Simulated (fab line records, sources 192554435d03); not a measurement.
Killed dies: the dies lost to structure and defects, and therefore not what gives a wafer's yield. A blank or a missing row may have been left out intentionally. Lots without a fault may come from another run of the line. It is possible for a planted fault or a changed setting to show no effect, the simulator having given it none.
fab line records | flow n5-finfet
[record] lots = 4 wafers = 12 last-day = 17
route steps=1938 shown HKMG_FIN@433 GATE_CUT@465 BEOL_M4@1111 PASSIVATION@1936
lots untouched by any fault: they come from a run of this same line in which no faults occurred
start-h: start of the lot's first displayed wafer, in hours after the record's first day | wait-h: hours elapsed since this lot's preceding step | " the same as in the row above | L1.1+2: one row covering several wafers at once | - value missing, or start not given | * or withheld: withheld | < > ~ a bound
route shown NAME@n: a module of which the file shows steps, and the number in the route of the first | usual: average and standard deviation across the fault-free wafers | same: alike in all rows | chamber/n: place in a boat | sites: per-site readings | _std_site: how widely they spread, as a standard deviation | _edge_site: outer sites' mean less inner sites' | radius-mm: how far each site lies from the wafer's centre | mask NAME#n: copy n | behind: the most recent tool/chamber to have shaped the wafer | hold: the reason the lot was held/the length of the hold in hours/how it ended | device: whichever transistor did not switch (one of n, p or np) | end of line: at the end of the route, the tests of the same wafers | a step without rows: its recipe alone | killed: at the first sort, the dies lost to defects and structure; wafer yield is something else | map: per-die view of a wafer (x killed, . not killed, _ where there is no die)
set.NAME: the run value of the setting; set.NAME@STEP: its run value at that earlier step | model.NAME: the simulator's own value behind a step, which no gauge read
lots at selected steps of the route; one table per step, one row per wafer
services: a tool's chamber out of use, with start hour (start-h, from the record's first day; less than 0 if before it), hours out, and reason
[[steps]]
[step N5_HKMG_FIN_DESCUM_17]
[recipe] chemistry = O2 time-s = 7.9 source-power-w = 50 bias-power-w = 20 pressure-mtorr = 20 rf-frequency-hz = 2.712e+07 temp-c = 40 resist = CAR-ArF o2-flow-sccm = 225
[step N5_HKMG_FIN_ETCH_31]
[recipe] chemistry = CF4 target = SiARC target-depth-a = 455 mask-material = CAR-ArF time-s = 75.8 ion-energy-ev = 80 pressure-mtorr = 40 source-w = 545 bias-w = 36 Ar_flow_sccm = 100 cf4-flow-sccm = 100 ends = cleared
[step N5_HKMG_FIN_ETCH_32]
[recipe] chemistry = N2/H2 target = SOC target-depth-a = 2400 temp-c = 40 time-s = 300 ion-energy-ev = 200 mask-material = SiARC pressure-mtorr = 30 source-w = 840 bias-w = 150 n2-flow-sccm = 200 h2-flow-sccm = 200
[step N5_HKMG_FIN_STRIP_33]
[recipe] chemistry = N2/H2 temp-c = 40 n2-flow-sccm = 200 h2-flow-sccm = 200 rf-frequency-hz = 6e+07
[step N5_HKMG_FIN_STRIP_34]
[recipe] chemistry = CF4 resist = SiARC power-w = 300 bias-power-w = 75 pressure-mtorr = 50 cf4-flow-sccm = 150 rf-frequency-hz = 6e+07
[step N5_HKMG_FIN_ETCH_35]
[recipe] chemistry = N2/H2 target = SOC target-depth-a = 2158 ion-energy-ev = 65 bias-w = 5 source-w = 3000 time-s = 243.4 pressure-mtorr = 30 n2-flow-sccm = 200 h2-flow-sccm = 200
[step N5_HKMG_FIN_STRIP_92]
[recipe] chemistry = N2/H2 material = SOC time-s = 20 power-w = 500 temp-c = 40 pressure-mtorr = 50 rf-frequency-hz = 6e+07 bias-power-w = 8 h2-frac = 0.5 n2-flow-sccm = 300 h2-flow-sccm = 300
[step N5_HKMG_FIN_WET_ETCH_18]
[recipe] chemistry = SC1 target = TiN mix = 1:1:5 temp-c = * time-s = 55 target-depth-nm = 5.2 dry = ipa-marangoni rinse-time-s = 30 rinse-temp-c = 23
[step N5_HKMG_FIN_STRIP_19]
[recipe] chemistry = N2/H2 power-w = 2500 temp-c = 300 h2-frac = 0.65 time-s = 360 pressure-mtorr = withheld n2-flow-sccm = 1750 h2-flow-sccm = 3250
[step N5_HKMG_FIN_ALD_91]
[recipe] material = TiN target-thk-a = 10 temp-c = 400 ald-precursor-family = TiCl4 ald-co-reactant = NH3 pulse-time-s = 1 purge-time-s = 3 co-reactant-purge-time-s = 2 co-reactant-pulse-time-s = 2 ald-cycles = 47 pressure-torr = 3
[usual] heater-power-outer-w = 525/52 heater-power-w = 868/81 precursor-pulse-height-rel = 1.002/0.018 susceptor-temp-C = 399.98/0.22
[same] pulse-time-s = 1
// columns lot.wafer tool chamber start-h wait-h heater-power-outer-w heater-power-w precursor-pulse-height-rel susceptor-temp-C
L631.4 ald-metal-02 2 127.64 0.3 465 785 1.011 400.14
L631.5 " 3 " " 579 944 1.003 399.92
L631.6 " 0 " " 534 902 1.039 400.34
L639.1 ald-metal-02 3 171.20 0.3 802 1251 1.016 447.44
L639.2 " 1 " " 591 965 0.997 447.09
L639.5 " 1 " " 595 965 0.975 447.12
L640.1 ald-metal-02 0 186.00 0.3 724 1178 1.028 447.40
L640.3 " 2 " " 623 1080 0.996 447.21
L640.6 " 2 " " 625 1041 0.993 447.03
L644.2 ald-metal-01 3 203.57 0.3 529 891 0.996 399.92
L644.4 " 2 " " 558 844 1.013 399.90
L644.6 " 3 " " 535 865 1.015 400.05
[step N5_HKMG_FIN_COAT_85]
[recipe] resist = SOC temp-c = 250 time-s = 60 spin-rpm = 1500 resist-thk-nm = 300
[step N5_HKMG_FIN_ETCH_86]
[recipe] chemistry = N2/H2 target = SOC target-depth-a = 3932 stop-on = TiN ion-energy-ev = 100 bias-w = 61 pressure-mtorr = 30 source-w = 850 n2-flow-sccm = 200 h2-flow-sccm = 200
[step N5_HKMG_FIN_STRIP_89]
[recipe] chemistry = N2/H2 material = SOC time-s = 20 power-w = 500 temp-c = 40 pressure-mtorr = 50 rf-frequency-hz = 6e+07 bias-power-w = 8 h2-frac = 0.5 n2-flow-sccm = 300 h2-flow-sccm = 300
[step N5_HKMG_FIN_WET_ETCH_87]
[recipe] chemistry = SC1 target = TiN mix = 1:2:40 temp-c = 50 time-s = 154.2 target-depth-nm = 4.7 dry = ipa-marangoni rinse-time-s = 30 rinse-temp-c = 23
[step N5_HKMG_FIN_STRIP_88]
[recipe] chemistry = N2/H2 power-w = 2500 temp-c = 300 h2-frac = 0.65 time-s = 360 pressure-mtorr = withheld n2-flow-sccm = 1750 h2-flow-sccm = 3250
[step N5_HKMG_FIN_NWFM_ALD_20]
[recipe] material = TiAlC target-thk-a = 20 temp-c = 300 ald-precursor-family = TiCl4 ald-co-reactant = TEA pulse-time-s = 3 purge-time-s = 2 co-reactant-purge-time-s = 2 co-reactant-pulse-time-s = 10 ald-cycles = 7 pressure-torr = 3
[step N5_HKMG_FIN_ALD_71]
[recipe] material = TiN target-thk-a = 10 temp-c = 400 ald-precursor-family = TiCl4 ald-co-reactant = NH3 pulse-time-s = 1 purge-time-s = 3 co-reactant-purge-time-s = 2 co-reactant-pulse-time-s = 2 ald-cycles = 47 pressure-torr = 3
[step N5_HKMG_FIN_COAT_66]
[recipe] resist = SOC temp-c = 250 time-s = 60 spin-rpm = 1500 resist-thk-nm = 300
[step N5_HKMG_FIN_ETCH_67]
[recipe] chemistry = N2/H2 target = SOC target-depth-a = 3889 stop-on = TiN ion-energy-ev = 100 bias-w = 61 pressure-mtorr = 30 source-w = 850 n2-flow-sccm = 200 h2-flow-sccm = 200
[step N5_HKMG_FIN_STRIP_90]
[recipe] chemistry = N2/H2 material = SOC time-s = 20 power-w = 500 temp-c = 40 pressure-mtorr = 50 rf-frequency-hz = 6e+07 bias-power-w = 8 h2-frac = 0.5 n2-flow-sccm = 300 h2-flow-sccm = 300
[step N5_HKMG_FIN_WET_ETCH_73]
[recipe] chemistry = SC1 mix = 1:2:40 temp-c = 50 time-s = 42.3 target-depth-nm = 1.3 dry = ipa-marangoni rinse-time-s = 30 rinse-temp-c = 23
[step N5_HKMG_FIN_ETCHBACK_68]
[recipe] chemistry = Cl2/Ar stop-on = HfO2 target-depth-a = 5 pressure-mtorr = 10 icp-w = 600 bias-w = 60 Cl2_flow_sccm = 40 Ar_flow_sccm = 60
[step N5_HKMG_FIN_STRIP_69]
[recipe] chemistry = N2/H2 power-w = 2500 temp-c = 300 h2-frac = 0.65 time-s = 360 pressure-mtorr = withheld n2-flow-sccm = 1750 h2-flow-sccm = 3250
[step N5_HKMG_FIN_ALD_21]
[recipe] material = TiN target-thk-a = 15 temp-c = 400 ald-precursor-family = TiCl4 ald-co-reactant = NH3 pulse-time-s = 1 purge-time-s = 3 co-reactant-purge-time-s = 2 co-reactant-pulse-time-s = 2 ald-cycles = 68 pressure-torr = 3
[step N5_HKMG_FIN_ALD_72]
[recipe] material = W target-thk-a = 20 temp-c = 300 pressure-torr = 7.5 ald-precursor-family = WF6 ald-co-reactant = B2H6 pulse-time-s = 1 purge-time-s = 2 co-reactant-purge-time-s = 2 co-reactant-pulse-time-s = 3 ald-cycles = 7
[step N5_HKMG_FIN_W_FILL_22]
[recipe] material = W target-thk-a = 600 temp-c = 400 pressure-torr = 39.4 time-s = 18.2
[step N5_HKMG_FIN_PRECLEAN_83]
[recipe] chemistry = DIW time-s = 57.5 temp-c = 23
[step N5_HKMG_FIN_SRD_84]
[recipe] dry-time-s = 32 dry = n2-spin spin-rpm = 1500
[step N5_HKMG_FIN_CMP_23]
[recipe] stop-on = SiNx t-overpolish-s = 10 post-cmp-clean = rinse-only down-force-psi = 4 platen-rpm = 50.289 pad-velocity-m-s = 1.0006 target-thk-nm = 46.326
[step N5_HKMG_FIN_CMP_94]
[recipe] stop-on = SiNx post-cmp-clean = w-dilute-nh4oh t-overpolish-s = 4.7 down-force-psi = 4 platen-rpm = 50.289 pad-velocity-m-s = 1.0006 target-thk-nm = 43.299
[step N5_GATE_CUT_ETCHBACK_00]
[recipe] chemistry = SF6/Cl2 target = W pressure-mtorr = 8 icp-w = 900 bias-w = 80 SF6_flow_sccm = 40 Cl2_flow_sccm = 60
[step N5_GATE_CUT_ETCH_56]
[recipe] chemistry = Cl2/Ar target = TiN target-depth-a = 216 pressure-mtorr = 10 icp-w = 600 bias-w = 60 Cl2_flow_sccm = 40 Ar_flow_sccm = 60
[step N5_GATE_CUT_ETCHBACK_30]
[recipe] chemistry = Cl2/Ar target = TiN target-depth-a = 30 mode = isotropic pressure-mtorr = 10 icp-w = 600 bias-w = 60 Cl2_flow_sccm = 40 Ar_flow_sccm = 60
[step N5_GATE_CUT_VAPOR_ETCH_60]
[recipe] chemistry = BCl3/Cl2 target = HfO2 mode = isotropic
[step N5_GATE_CUT_ETCH_58]
[recipe] chemistry = CH3F/O2 target = SiNx target-depth-a = 170 time-s = 128.6 ion-energy-ev = 50 pressure-mtorr = 30 source-w = 415 bias-w = 21 Ar_flow_sccm = 150 CH3F_flow_sccm = 30 O2_flow_sccm = 20
[step N5_GATE_CUT_STRIP_59]
[recipe] chemistry = N2/H2 time-s = 20 power-w = 100 temp-c = 40 pressure-mtorr = 100 rf-frequency-hz = 6e+07 bias-power-w = 3 n2-flow-sccm = 300 h2-flow-sccm = 300
[step N5_GATE_CUT_PRECLEAN_31]
[recipe] temp-c = 23 chemistry = DIW time-s = 300
[step N5_BEOL_M4_RC_MEAS_101]
[usual] DIBL_N = 37.1/2.4 DIBL_P = 37/3 IOFF_N = 0.18/0.053 IOFF_N_LONG = 5.47e-05/1.9e-06 IOFF_P = 0.21/0.05 IOFF_P_LONG = 0.000101/7.9e-06 ION_N = 674/14 ION_P = 459/9.2 SS_N = 72.1/0.9 SS_P = 73.4/0.89 VT_N = 250/3.8 VT_N_LONG = 275.4/1.7 VT_N_LVT = 98/3.8 VT_P = -251/3.7 VT_P_LONG = -277.1/2.6
// columns lot.wafer tool chamber start-h wait-h DIBL_N[mV/V] DIBL_P[mV/V] IOFF_N[nA/um] IOFF_N_LONG[nA/um] IOFF_P[nA/um] IOFF_P_LONG[nA/um] ION_N[uA/um] ION_P[uA/um] SS_N[mV/dec] SS_P[mV/dec] VT_N[mV] VT_N_LONG[mV] VT_N_LVT[mV] VT_P[mV] VT_P_LONG[mV]
L631.4 prober-01 0 232.50 0.5 36.2 34 0.15 5.44e-05 0.18 9.1e-05 667 454 70.7 72.9 251 277.2 102 -254 -278.5
L631.5 " 0 " " 37.8 37 0.18 5.3e-05 0.21 8.8e-05 664 454 71.8 73.5 250 273.0 99 -253 -278.3
L631.6 " 0 " " 35.5 33 0.13 5.31e-05 0.17 9.4e-05 658 449 71.1 72.3 253 276.6 103 -253 -279.7
L639.1 prober-02 0 273.79 0.0 39.2 38 0.09 3.67e-05 0.28 0.000121 635 468 72.7 73.7 271 295.2 118 -242 -269.4
L639.2 " 0 " " 40.9 40 0.12 3.85e-05 0.32 0.000123 665 484 72.5 74.2 264 293.3 111 -242 -266.3
L639.5 " 0 " " 36.8 36 0.08 3.73e-05 0.24 0.000121 639 474 72.0 72.7 270 291.6 118 -247 -268.2
L640.1 prober-02 0 282.45 0.0 36.1 37 0.09 3.64e-05 0.30 0.000129 641 483 71.3 73.0 264 293.0 116 -241 -269.3
L640.3 " 0 " " 35.6 33 0.08 3.9e-05 0.22 0.000126 629 460 71.2 72.0 272 293.4 121 -245 -268.8
L640.6 " 0 " " 36.8 37 0.09 3.68e-05 0.30 0.000125 641 480 72.2 73.0 267 292.6 117 -241 -267.7
L644.2 prober-02 0 309.45 0.2 36.6 37 0.19 5.45e-05 0.18 9.4e-05 665 444 73.1 73.8 248 275.6 94 -254 -280.5
L644.4 " 0 " " 32.3 33 0.11 5.27e-05 0.14 9.5e-05 658 448 70.8 71.9 252 273.5 98 -259 -278.9
L644.6 " 0 " " 30.6 29 0.09 5.51e-05 0.10 0.000101 637 431 71.0 71.6 257 275.3 103 -261 -277.2
[step N5_PASSIVATION_PROBE_49]
[usual] defect-limited-yield = 91.6/1.4 killed_at_M0_to_M3 = 32/9.5 killed_at_M4_up = 13/6 killed-at-contacts = 12/5.6 killed-at-front-end = 39/11 killed-at-other = 2.8/2.3 killed-dies = 99/16 killed-open = 65/12 killed-short = 32/7.6 sort_bin_5_function = 4.8/0.88 sort_bin_6_memory = 3.2/0.65 sort_bin_8_speed = 0.2/2 sort-n-pass = 1077/29 sort-yield-pct = 91.2/2.5
[same] gross-dies = 1180 killed-at-back-side = 0 sort_bin_4_leakage[%] = 0
// columns lot.wafer tool chamber start-h wait-h defect-limited-yield[%] killed_at_M0_to_M3 killed_at_M4_up killed-at-contacts killed-at-front-end killed-at-other killed-dies killed-open killed-short sort_bin_5_function[%] sort_bin_6_memory[%] sort_bin_8_speed[%] sort-n-pass sort-yield-pct[%]
L639.1 prober-01 - 375.72 0.7 92.6 19 14 10 41 3 87 57 30 3.5 3.8 9.3 983 83.3
L639.2 prober-01 - 375.77 0.8 91.1 31 26 17 27 4 105 71 34 5.8 3.0 0 1075 91.1
L639.5 prober-01 - 375.92 0.9 91.8 21 17 16 42 1 97 68 19 4.3 2.9 0.5 1077 91.3
L640.1 prober-02 - 397.30 0.6 92.8 35 2 12 35 1 85 52 30 4.3 2.7 0.7 1087 92.1
L640.3 prober-02 - 397.40 0.7 91.0 44 12 13 37 0 106 69 30 4.5 3.7 28.3 740 62.7
L640.6 prober-02 - 397.55 0.9 91.8 30 11 8 47 1 97 52 35 4.7 2.3 0.4 1078 91.4
// killed by level:class
L639.1 STI_FIN_REVEAL:geometric-particle:open=10 BEOL_M4:geometric-particle:open=9 FIN_SAQP:geometric-particle:open=8 MOL_CONTACT_COAG:geometric-particle:open=6 BEOL_M0_SAQP:geometric-particle:open=6 FIN_SAQP:geometric-particle:short=5 DUMMY_GATE:geometric-particle:open=5 DUMMY_GATE:geometric-particle:short=4
L639.2 BEOL_M4:geometric-particle:open=15 MOL_CONTACT_COAG:geometric-particle:open=14 BEOL_M0_SAQP:geometric-particle:open=11 BEOL_M0_SAQP:geometric-particle:short=10 FIN_SAQP:geometric-particle:open=8 FIN_SAQP:geometric-particle:short=8 DUMMY_GATE:geometric-particle:open=4 BEOL_M1:geometric-particle:open=4
L639.5 MOL_CONTACT_COAG:geometric-particle:open=15 STI_FIN_REVEAL:geometric-particle:open=11 HKMG_FIN:area-etch=10 BEOL_M4:geometric-particle:open=8 BEOL_M0_SAQP:geometric-particle:open=5 DUMMY_GATE:geometric-particle:short=4 GATE_CUT:geometric-particle:open=4 BEOL_M2:geometric-particle:open=4
L640.1 BEOL_M2:geometric-particle:open=10 MOL_CONTACT_COAG:geometric-particle:open=8 FIN_SAQP:geometric-particle:short=7 BEOL_M0_SAQP:geometric-particle:open=7 BEOL_M1:geometric-particle:open=7 GATE_CUT:geometric-particle:short=6 DUMMY_GATE:geometric-particle:open=5 MOL_CONTACT_COAG:geometric-particle:short=4
L640.3 BEOL_M0_SAQP:geometric-particle:open=13 MOL_CONTACT_COAG:geometric-particle:open=11 BEOL_M2:geometric-particle:open=9 FIN_SAQP:geometric-particle:short=7 BEOL_M0_SAQP:geometric-particle:short=7 BEOL_M1:geometric-particle:open=7 FIN_SAQP:geometric-particle:open=5 STI_FIN_REVEAL:geometric-particle:open=5
L640.6 FIN_SAQP:geometric-particle:open=12 BEOL_M2:geometric-particle:open=10 FIN_SAQP:geometric-particle:short=8 BEOL_M0_SAQP:geometric-particle:short=7 HKMG_FIN:area-etch=7 STI_FIN_REVEAL:geometric-particle:open=6 MOL_CONTACT_COAG:geometric-particle:open=5 BEOL_M0_SAQP:geometric-particle:open=4
// map L639.2 (x killed, . not)
_________________...........x________________
______________.....x.....xx....._____________
___________.......x................__________
__________.......x....x.........x..._________
________.x.........................x.._______
_______.x.............................x______
______.x....x............x.........x...._____
_____..x..x..............x.......x.......____
____..........x.....................x...x.___
___..x.....x..x............................__
___..........................x.........xx..__
__................x...........x........x...._
__........x....xx......x.....x.............x_
_..........x.............x....x....x.........
_.........x........x........x.........x....x.
_.........xx..............x................x.
_................x.....x.....................
_............x......x..x..........x..........
_.................x..................x.......
_..........x................x...x............
_..x.....x.......x.........x.......x.........
__.......x.x....x.x....x...x...x............_
__.....x....x...........................x..._
___x....x.........x..........x......x.....x__
___..............x..x......x........x......__
____x................................xx...___
_____...............x.............x......____
______....x..........................x.._____
_______..x.....xx......x.x.............______
________...............x......x......._______
__________...................x......_________
___________.................x..x...__________
______________.................._____________
_________________.x..........________________
// map L640.3 (x killed, . not)
_________________............________________
______________...x.............._____________
___________.......x........x.......__________
__________...........x...x.........._________
________......x....x...x........xx.x.._______
_______..x..................x..........______
______.........x.x.........x....x......._____
_____.......x................x..........x____
____..xx........xx..xxx...................___
___....................x...................__
___...........x.....................x......__
__...x.x.x.............x.......x........x..._
__...xx.........x..........................._
_...x..................x.....................
_..xxx......x........................x.....x.
_........x......x................x...........
_..............x........x....x...........x...
_..x..................x..x................x..
_.....x..........................x....x......
_...x..x..........x...x......................
_....................x.x.x..........x......x.
__..............x...........x.......x......._
__.........x............x...........x..xx..x_
___......................x.................__
___....................x....x..............__
____.....x...x...x......x.x........x......___
_____......x.........xx.....x..........x.____
______....x.................x..x.......x_____
_______..........x.......x........x....______
________.............................._______
__________.....x......x............._________
___________........x...............__________
______________...............x.._____________
_________________....x.x.....________________
[[services]]
// columns tool chamber start-h hours kind
ald-metal-02 1 110.16 20.2 repair
ald-metal-01 - 164.29 0.6 repair
ald-metal-02 - 198.18 6.0 pm
[[key]]
[first-sign] step = N5_HKMG_FIN_ALD_91 reading = susceptor-temp-C direction = up sigmas = 99+ usual = * struck = *
[effect] step = N5_HKMG_FIN_ALD_91 reading = heater-power-w direction = up sigmas = 2.6 usual = * struck = *
[effect] step = N5_BEOL_M4_RC_MEAS_101 reading = VT_N_LONG direction = up sigmas = 10 usual = 275.4 struck = 293.2
[effect] step = N5_BEOL_M4_RC_MEAS_101 reading = IOFF_N_LONG direction = down sigmas = 9.2 usual = 5.47e-05 struck = 3.75e-05
[effect] step = N5_BEOL_M4_RC_MEAS_101 reading = VT_N_LVT direction = up sigmas = 4.9 usual = 98 struck = 117
[effect] step = N5_BEOL_M4_RC_MEAS_101 reading = VT_N direction = up sigmas = 4.8 usual = 250 struck = 268
[effect] step = N5_BEOL_M4_RC_MEAS_101 reading = VT_P_LONG direction = up sigmas = 3.4 usual = -277.1 struck = -268.3
[effect] step = N5_BEOL_M4_RC_MEAS_101 reading = IOFF_P_LONG direction = up sigmas = 3 usual = 0.000101 struck = 0.000124
[effect] step = N5_BEOL_M4_RC_MEAS_101 reading = ION_N direction = down sigmas = 2.3 usual = 674 struck = 642
[effect] step = N5_BEOL_M4_RC_MEAS_101 reading = VT_P direction = up sigmas = 2.2 usual = -251 struck = -243
[effect] step = N5_BEOL_M4_RC_MEAS_101 reading = ION_P direction = up sigmas = 1.8 usual = 459 struck = 475
[effect] step = N5_BEOL_M4_RC_MEAS_101 reading = IOFF_N direction = down sigmas = 1.7 usual = 0.18 struck = 0.09 wafers-moved = 1
[effect] step = N5_PASSIVATION_PROBE_49 reading = sort_bin_8_speed direction = up sigmas = 3.1 usual = 0.2 struck = 6.5 wafers-moved = 2
met-at N5_HKMG_FIN_ALD_91
struck-wafers L639.1,L639.2,L639.5,L640.1,L640.3,L640.6
[baseline-loss] step = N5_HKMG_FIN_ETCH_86 wafers = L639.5
onset-between 127.64 171.20
[fault] kind = process-parameter-drift tool = ald-metal-02 chamber = - onset-h = 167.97 steps = N5_HKMG_FIN_ALD_91 channel = temp-c offset = * shape = step end-h = 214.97 acts-in = * stated = *
// baseline-loss: these wafers lose ten dies or more at that step, a loss of the line's own and not of a fault; the sort's usual values leave them out
